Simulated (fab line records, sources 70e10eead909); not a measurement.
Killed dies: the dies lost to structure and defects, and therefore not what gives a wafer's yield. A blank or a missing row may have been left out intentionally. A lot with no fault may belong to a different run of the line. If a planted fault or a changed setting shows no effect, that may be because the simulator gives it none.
The tool behind it: which one?	flow nand-harc	24 lots, 72 wafers sampled, at 6 steps of a route of 1159

## WHAT EACH GAUGE READ, for each wafer
Not one reading of a measure or inspect step in the record can be checked against a usual standard deviation.

## WHICH TOOL RAN EACH LOT (tool, then ch and the chambers of the sampled wafers, then the start)
lot	NHARC_A_STAIRCASE_DESCUM_219	NHARC_A_STAIRCASE_ETCH_221	NHARC_A_STAIRCASE_ETCH_232	NHARC_A_STAIRCASE_DEP_417	NHARC_A_STAIRCASE_DEP_151	NHARC_A_SGD_CUT_STRIP_28
L076	rie-diel-04 ch 0,1,2, day 11 11:51	rie-diel-04 ch 0,1,3, day 12 05:55 or earlier	rie-diel-04 ch 0,1,3, day 12 05:55 or earlier	pecvd-02 ch 1,2, day 12 05:55	pecvd-03 ch 0,1, day 12 18:13	rie-diel-13 ch 0,1,2, no start
L075	rie-diel-06 ch 1,2,3, day 11 12:55	rie-diel-06 ch 0,1,3, day 12 07:28 or earlier	rie-diel-04 ch 1,2,3, day 12 07:28 or earlier	pecvd-01 ch 0,1,2, day 12 07:28	pecvd-02 ch 0,1,2, day 12 18:12	rie-diel-07 ch 0,1,2, no start
L074	rie-diel-05 ch 1,2,3, day 11 16:10	rie-diel-05 ch 0,3, day 12 11:19 or earlier	rie-diel-05 ch 0,3, day 12 11:19 or earlier	pecvd-01 ch 1,2, day 12 11:19	pecvd-02 ch 1,2, day 12 23:20	rie-diel-08 ch 0,3, no start
L077	rie-diel-06 ch 0,1,2, day 11 22:17	rie-diel-06 ch 0,2,3, day 12 16:38 or earlier	rie-diel-06 ch 1,2,3, day 12 16:38 or earlier	pecvd-03 ch 1,2, day 12 16:38	pecvd-01 ch 0,1,2, day 13 04:39	rie-diel-08 ch 0,1,3, no start
L078	rie-diel-05 ch 1,2,3, day 11 22:33	rie-diel-05 ch 0,3, day 12 16:49 or earlier	rie-diel-04 ch 0,3, day 12 16:49 or earlier	pecvd-02 ch 0,2, day 12 16:49	pecvd-02 ch 0,2, day 13 04:50	rie-diel-07 ch 1,2, no start
L079	rie-diel-05 ch 0,3, day 11 22:46	rie-diel-05 ch 0,1,2, day 12 18:59 or earlier	rie-diel-05 ch 0,2,3, day 12 18:59 or earlier	pecvd-02 ch 1,2, day 12 18:59	pecvd-01 ch 0,1,2, day 13 05:13	rie-diel-08 ch 0,3, no start
L080	rie-diel-04 ch 0,2,3, day 12 14:05	rie-diel-04 ch 1,2, day 13 09:05 or earlier	rie-diel-06 ch 0,1,2, day 13 09:05 or earlier	pecvd-02 ch 1,2, day 13 09:05	pecvd-02 ch 0,1,2, day 13 20:43	rie-diel-08 ch 0,2,3, no start
L082	rie-diel-04 ch 1,3, day 12 14:32	rie-diel-04 ch 1,2,3, day 13 08:43 or earlier	rie-diel-04 ch 1,3, day 13 08:43 or earlier	pecvd-02 ch 0,2, day 13 08:43	pecvd-01 ch 1,2, day 13 20:49	rie-diel-07 ch 1,2,3, no start
L081	rie-diel-06 ch 1,2, day 12 21:46	rie-diel-06 ch 0,1,3, day 13 19:40 or earlier	rie-diel-05 ch 0,1,2, day 13 19:40 or earlier	pecvd-02 ch 0,2, day 13 19:40	pecvd-02 ch 0,1,2, day 14 07:46	rie-diel-13 ch 0,3, no start
L083	rie-diel-06 ch 0,1,3, day 13 09:48	rie-diel-06 ch 0,2,3, day 14 08:22 or earlier	rie-diel-06 ch 1,2,3, day 14 08:22 or earlier	pecvd-03 ch 0,1,2, day 14 08:22	pecvd-01 ch 1,2, day 14 20:06	rie-diel-07 ch 1,2,3, no start
L084	rie-diel-04 ch 1,2, day 13 10:03	rie-diel-04 ch 1,2, day 14 07:46 or earlier	rie-diel-06 ch 0,2, day 14 07:46 or earlier	pecvd-03 ch 0,1, day 14 07:46	pecvd-03 ch 0,2, day 14 20:07	rie-diel-08 ch 0,1,2, no start
L085	rie-diel-04 ch 0,2,3, day 14 11:11	rie-diel-04 ch 0,1,2, day 15 05:46 or earlier	rie-diel-05 ch 0,1,3, day 15 05:46 or earlier	pecvd-03 ch 0,1, day 15 05:46	pecvd-01 ch 0,2, day 15 17:49	rie-diel-13 ch 1,3, no start
L087	rie-diel-04 ch 0,2,3, day 14 11:41	rie-diel-04 ch 0,1,3, day 15 07:07 or earlier	rie-diel-06 ch 0,1,3, day 15 07:07 or earlier	pecvd-01 ch 0,2, day 15 07:07	pecvd-03 ch 0,1,2, day 15 17:49	rie-diel-07 ch 0,2,3, no start
L088	rie-diel-04 ch 0,2,3, day 14 15:55	rie-diel-04 ch 1,2,3, day 15 09:29 or earlier	rie-diel-04 ch 0,1, day 15 09:29 or earlier	pecvd-01 ch 0,1,2, day 15 09:29	pecvd-02 ch 0,1,2, day 15 21:28	rie-diel-13 ch 0,1,3, no start
L086	rie-diel-05 ch 0,1,2, day 14 16:49	rie-diel-05 ch 0,2,3, day 15 10:53 or earlier	rie-diel-04 ch 1,2,3, day 15 10:53 or earlier	pecvd-03 ch 0,1,2, day 15 10:53	pecvd-01 ch 0,2, day 15 21:40	rie-diel-08 ch 0,2,3, day 17 11:13
L089	rie-diel-04 ch 2,3, day 15 00:42	rie-diel-04 ch 1,2,3, day 15 19:55 or earlier	rie-diel-04 ch 0,2, day 15 19:55 or earlier	pecvd-01 ch 0,2, day 15 19:55	pecvd-03 ch 0,1, day 16 07:59	rie-diel-13 ch 1,3, no start
L091	rie-diel-04 ch 0,1,2, day 15 05:35	rie-diel-04 ch 0,1,2, day 15 23:29 or earlier	rie-diel-04 ch 0,2,3, day 15 23:29 or earlier	pecvd-03 ch 0,1,2, day 15 23:29	pecvd-01 ch 1,2, day 16 11:35	rie-diel-08 ch 1,2,3, no start
L090	rie-diel-06 ch 1,2, day 15 06:01	rie-diel-06 ch 0,1, day 15 23:47 or earlier	rie-diel-06 ch 1,3, day 15 23:47 or earlier	pecvd-01 ch 1,2, day 15 23:47	pecvd-03 ch 0,2, day 16 11:34	rie-diel-13 ch 0,2, no start
L094	rie-diel-06 ch 2,3, day 15 13:01	rie-diel-06 ch 0,1, day 16 10:38 or earlier	rie-diel-06 ch 0,2, day 16 10:38 or earlier	pecvd-02 ch 1,2, day 16 10:38	pecvd-03 ch 0,1,2, day 16 22:47	rie-diel-13 ch 0,2, no start
L093	rie-diel-06 ch 0,1, day 15 13:26	rie-diel-06 ch 1,2,3, day 16 11:08 or earlier	rie-diel-06 ch 0,1,2, day 16 11:08 or earlier	pecvd-02 ch 0,1, day 16 11:08	pecvd-01 ch 1,2, day 16 22:41	rie-diel-08 ch 0,3, no start
L092	rie-diel-04 ch 0,2,3, day 15 17:08	rie-diel-04 ch 0,1,3, day 16 17:32 or earlier	rie-diel-06 ch 0,1,3, day 16 17:32 or earlier	pecvd-01 ch 0,1, day 16 17:32	pecvd-03 ch 0,1,2, day 17 05:38	rie-diel-08 ch 0,1,2, no start
L095	rie-diel-06 ch 0,1,3, day 16 07:47	rie-diel-06 ch 0,1,2, day 17 02:44 or earlier	rie-diel-06 ch 0,1,2, day 17 02:44 or earlier	pecvd-02 ch 0,2, day 17 02:44	pecvd-03 ch 1,2, day 17 14:49	rie-diel-08 ch 1,2,3, no start
L096	rie-diel-04 ch 0,1,2, day 16 22:10	rie-diel-04 ch 0,2,3, day 17 17:53 or earlier	rie-diel-04 ch 1,2, day 17 17:53 or earlier	pecvd-01 ch 0,1,2, day 17 17:53	pecvd-01 ch 1,2, day 18 05:50	rie-diel-08 ch 0,2,3, no start
L097	rie-diel-04 ch 1,2,3, day 17 02:23	rie-diel-04 ch 0,1,3, day 17 23:55 or earlier	rie-diel-05 ch 1,2, day 17 23:55 or earlier	pecvd-03 ch 1,2, day 17 23:55	pecvd-02 ch 1,2, day 18 12:04	rie-diel-07 ch 1,2,3, no start
- NHARC_A_STAIRCASE_DESCUM_219: chemistry O2, time 3 s.
- NHARC_A_STAIRCASE_ETCH_221: etches the open film in C4F8/O2, target depth 100 nm, time 40.5 s.
- NHARC_A_STAIRCASE_ETCH_232: etches the open film in C4F8/O2, target depth 100 nm, time 40.5 s.
- NHARC_A_STAIRCASE_DEP_417: deposits Si3N4, target thk 60 nm.
- NHARC_A_STAIRCASE_DEP_151: deposits SiO2, target thk 3800 nm.
- NHARC_A_SGD_CUT_STRIP_28: strips in O2, time 20 s.

## WHAT THE TOOLS THEMSELVES READ (means of the sampled wafers that have a number; where no wafer has one, the mark that the record gives instead)
NHARC_A_STAIRCASE_DESCUM_219. Usual: drypump-motor-current-A 5.69 A, standard deviation 0.29; oes-product-au 0.997 a.u., standard deviation 0.012; rf-vpp-V 57.7 V, standard deviation 0.86; showerhead-plenum-p-Torr 1.90 Torr, standard deviation 0.091; throttle-valve-pct 11.312 %, standard deviation 0.01.
lot	tool	drypump-motor-current-A (A)	oes-product-au (a.u.)	rf-vpp-V (V)	showerhead-plenum-p-Torr (Torr)	throttle-valve-pct (%)	flag
L076	rie-diel-04	5.78	0.996	57.6	1.93	11.318	
L075	rie-diel-06	5.97	0.990	57.9	1.92	11.302	
L074	rie-diel-05	5.51	1.005	58.4	1.99	11.308	
L077	rie-diel-06	5.85	0.993	58.4	1.85	11.316	
L078	rie-diel-05	5.52	0.994	57.9	1.99	11.312	
L079	rie-diel-05	5.54	0.982	57.9	1.90	11.318	
L080	rie-diel-04	5.58	0.990	57.1	1.86	11.318	
L082	rie-diel-04	5.42	1.006	57.6	1.91	11.308	
L081	rie-diel-06	6.07	0.987	58.2	1.87	11.319	
L083	rie-diel-06	5.76	0.994	58.1	1.90	11.304	
L084	rie-diel-04	5.69	1.009	58.2	2.00	11.316	
L085	rie-diel-04	5.58	0.995	57.3	1.85	11.304	
L087	rie-diel-04	5.59	1.004	57.1	1.85	11.305	
L088	rie-diel-04	5.59	0.994	57.5	1.85	11.318	
L086	rie-diel-05	5.59	1.007	58.2	1.90	11.312	
L089	rie-diel-04	5.43	0.990	56.9	1.86	11.305	
L091	rie-diel-04	5.77	1.000	58.1	1.92	11.314	
L090	rie-diel-06	6.05	0.986	57.5	1.86	11.306	
L094	rie-diel-06	5.94	0.982	57.5	1.89	11.313	
L093	rie-diel-06	5.84	0.990	58.2	1.86	11.315	
L092	rie-diel-04	5.59	1.002	57.1	1.85	11.310	
L095	rie-diel-06	5.73	1.001	57.1	1.89	11.314	
L096	rie-diel-04	5.77	1.004	57.3	1.92	11.313	
L097	rie-diel-04	5.52	0.998	58.5	1.91	11.317	

NHARC_A_STAIRCASE_ETCH_221. Usual: oes-product-au 0.934 a.u., standard deviation 0.015; rf-fwd-power-W 592 W, standard deviation 3.1; rf-vpp-V 895 V, standard deviation 5.7.
lot	tool	oes-product-au (a.u.)	rf-fwd-power-W (W)	rf-vpp-V (V)	flag
L076	rie-diel-04	0.938	591	896	
L075	rie-diel-06	0.941	591	895	
L074	rie-diel-05	0.929	592	895	
L077	rie-diel-06	0.932	592	893	
L078	rie-diel-05	0.922	590	900	
L079	rie-diel-05	0.926	593	895	
L080	rie-diel-04	0.955	593	897	
L082	rie-diel-04	0.918	591	897	
L081	rie-diel-06	0.939	590	896	
L083	rie-diel-06	0.931	594	894	
L084	rie-diel-04	0.935	594	897	
L085	rie-diel-04	0.934	594	897	
L087	rie-diel-04	0.926	592	896	
L088	rie-diel-04	0.951	591	896	
L086	rie-diel-05	0.926	593	899	
L089	rie-diel-04	0.961	592	896	
L091	rie-diel-04	0.935	594	897	
L090	rie-diel-06	0.940	591	893	
L094	rie-diel-06	0.919	589	893	
L093	rie-diel-06	0.908	592	896	
L092	rie-diel-04	0.959	592	895	
L095	rie-diel-06	0.943	590	891	
L096	rie-diel-04	0.935	591	891	
L097	rie-diel-04	0.940	592	896	

NHARC_A_STAIRCASE_ETCH_232. Usual: oes-product-au 0.942 a.u., standard deviation 0.013; rf-fwd-power-W 591.8 W, standard deviation 2.8; rf-vpp-V 895 V, standard deviation 5.8.
lot	tool	oes-product-au (a.u.)	rf-fwd-power-W (W)	rf-vpp-V (V)	flag
L076	rie-diel-04	0.935	591.0	897	
L075	rie-diel-04	0.951	591.9	896	
L074	rie-diel-05	0.950	592.7	895	
L077	rie-diel-06	0.940	592.3	897	
L078	rie-diel-04	0.938	589.3	891	
L079	rie-diel-05	0.953	594.1	899	
L080	rie-diel-06	0.945	589.2	892	
L082	rie-diel-04	0.935	591.2	895	
L081	rie-diel-05	0.950	596.3	895	
L083	rie-diel-06	0.938	591.4	896	
L084	rie-diel-06	0.933	590.9	889	
L085	rie-diel-05	0.955	592.7	896	
L087	rie-diel-06	0.930	592.6	894	
L088	rie-diel-04	0.955	592.9	901	
L086	rie-diel-04	0.956	592.9	896	
L089	rie-diel-04	0.933	592.2	893	
L091	rie-diel-04	0.946	590.9	892	
L090	rie-diel-06	0.941	593.6	900	
L094	rie-diel-06	0.937	590.8	888	
L093	rie-diel-06	0.939	589.4	890	
L092	rie-diel-06	0.955	589.9	894	
L095	rie-diel-06	0.942	589.0	892	
L096	rie-diel-04	0.941	594.0	901	
L097	rie-diel-05	0.938	595.5	896	

NHARC_A_STAIRCASE_DEP_417. Usual: heater-power-w 705 W, standard deviation 91; rf-fwd-power-W 449.0 W, standard deviation 1.3.
lot	tool	heater-power-w (W)	rf-fwd-power-W (W)	flag
L076	pecvd-02	716	449.8	
L075	pecvd-01	771	447.4	
L074	pecvd-01	811	448.4	
L077	pecvd-03	616	447.9	
L078	pecvd-02	726	449.3	
L079	pecvd-02	704	449.0	
L080	pecvd-02	694	448.0	
L082	pecvd-02	770	450.5	
L081	pecvd-02	794	448.9	
L083	pecvd-03	707	450.1	
L084	pecvd-03	651	448.1	
L085	pecvd-03	676	448.4	
L087	pecvd-01	694	448.7	
L088	pecvd-01	729	450.2	
L086	pecvd-03	740	448.5	
L089	pecvd-01	748	448.8	
L091	pecvd-03	658	449.0	
L090	pecvd-01	817	448.5	
L094	pecvd-02	644	448.8	
L093	pecvd-02	547	449.7	
L092	pecvd-01	745	450.1	
L095	pecvd-02	608	449.3	
L096	pecvd-01	761	448.9	
L097	pecvd-03	713	448.6	

NHARC_A_STAIRCASE_DEP_151. Usual: heater-power-w 647 W, standard deviation 85; rf-fwd-power-W 499.7 W, standard deviation 1.4.
lot	tool	heater-power-w (W)	rf-fwd-power-W (W)	flag
L076	pecvd-03	624	499.1	
L075	pecvd-02	635	499.6	
L074	pecvd-02	597	500.1	
L077	pecvd-01	686	498.6	
L078	pecvd-02	659	499.7	
L079	pecvd-01	671	499.7	
L080	pecvd-02	652	499.0	
L082	pecvd-01	695	500.5	
L081	pecvd-02	666	498.9	
L083	pecvd-01	678	499.6	
L084	pecvd-03	604	500.2	
L085	pecvd-01	678	498.4	
L087	pecvd-03	666	499.2	
L088	pecvd-02	593	499.5	
L086	pecvd-01	657	501.0	
L089	pecvd-03	653	499.9	
L091	pecvd-01	736	500.3	
L090	pecvd-03	682	499.4	
L094	pecvd-03	640	500.2	
L093	pecvd-01	711	500.0	
L092	pecvd-03	658	498.4	
L095	pecvd-03	641	499.4	
L096	pecvd-01	683	500.5	
L097	pecvd-02	584	500.1	

NHARC_A_SGD_CUT_STRIP_28. Usual: drypump-motor-current-A 5.5 A, standard deviation 0.42; oes-product-au 0.997 a.u., standard deviation 0.013; rf-vpp-V 58.1 V, standard deviation 0.91; showerhead-plenum-p-Torr 3.58 Torr, standard deviation 0.12; throttle-valve-pct 17.037 %, standard deviation 0.0098.
lot	tool	drypump-motor-current-A (A)	oes-product-au (a.u.)	rf-vpp-V (V)	showerhead-plenum-p-Torr (Torr)	throttle-valve-pct (%)	flag
L076	rie-diel-13	5.7	0.999	58.4	3.69	17.046	
L075	rie-diel-07	5.4	0.998	58.6	3.53	17.034	
L074	rie-diel-08	5.4	0.992	56.7	3.41	17.035	
L077	rie-diel-08	5.4	0.987	57.2	3.51	17.032	
L078	rie-diel-07	5.3	0.997	57.2	3.49	17.035	
L079	rie-diel-08	5.6	0.999	57.3	3.48	17.038	
L080	rie-diel-08	5.3	1.002	58.4	3.52	17.037	
L082	rie-diel-07	5.3	0.996	57.1	3.52	17.038	
L081	rie-diel-13	6.3	0.985	58.4	3.73	17.026	
L083	rie-diel-07	5.3	1.004	58.4	3.52	17.043	
L084	rie-diel-08	5.3	0.998	57.9	3.62	17.035	
L085	rie-diel-13	6.1	1.012	58.4	3.72	17.039	
L087	rie-diel-07	5.4	1.005	58.3	3.55	17.040	
L088	rie-diel-13	6.0	0.997	58.9	3.70	17.040	
L086	rie-diel-08	5.2	1.002	57.4	3.52	17.034	
L089	rie-diel-13	5.9	1.017	58.3	3.69	17.037	
L091	rie-diel-08	5.1	0.989	58.3	3.54	17.042	
L090	rie-diel-13	5.9	0.991	58.7	3.70	17.033	
L094	rie-diel-13	5.8	0.987	59.0	3.70	17.036	
L093	rie-diel-08	5.3	0.994	57.9	3.41	17.029	
L092	rie-diel-08	5.3	0.988	58.5	3.62	17.042	
L095	rie-diel-08	5.1	0.988	58.0	3.53	17.031	
L096	rie-diel-08	5.2	1.006	58.1	3.51	17.042	
L097	rie-diel-07	5.3	0.998	58.6	3.51	17.040	

## THE ANSWER, worked out from the rows above alone
Rule: a lot is off if the mean of its wafers that have a number lies more than 3 standard deviations from the usual mean. Also off: a lot with no number at a reading for which 4 or more lots have one. Any other lot the step has rows for is counted as sound. First the gauges in route order, then the tools' own readings, where a lot's mean is used as printed above. The first step at which some lot is off is used, and at that step the reading that is off furthest; a lot without a number counts as furthest.
None of the lots is off at any reading shown; this tells nothing.

## WHAT THE SIMULATOR PUT IN
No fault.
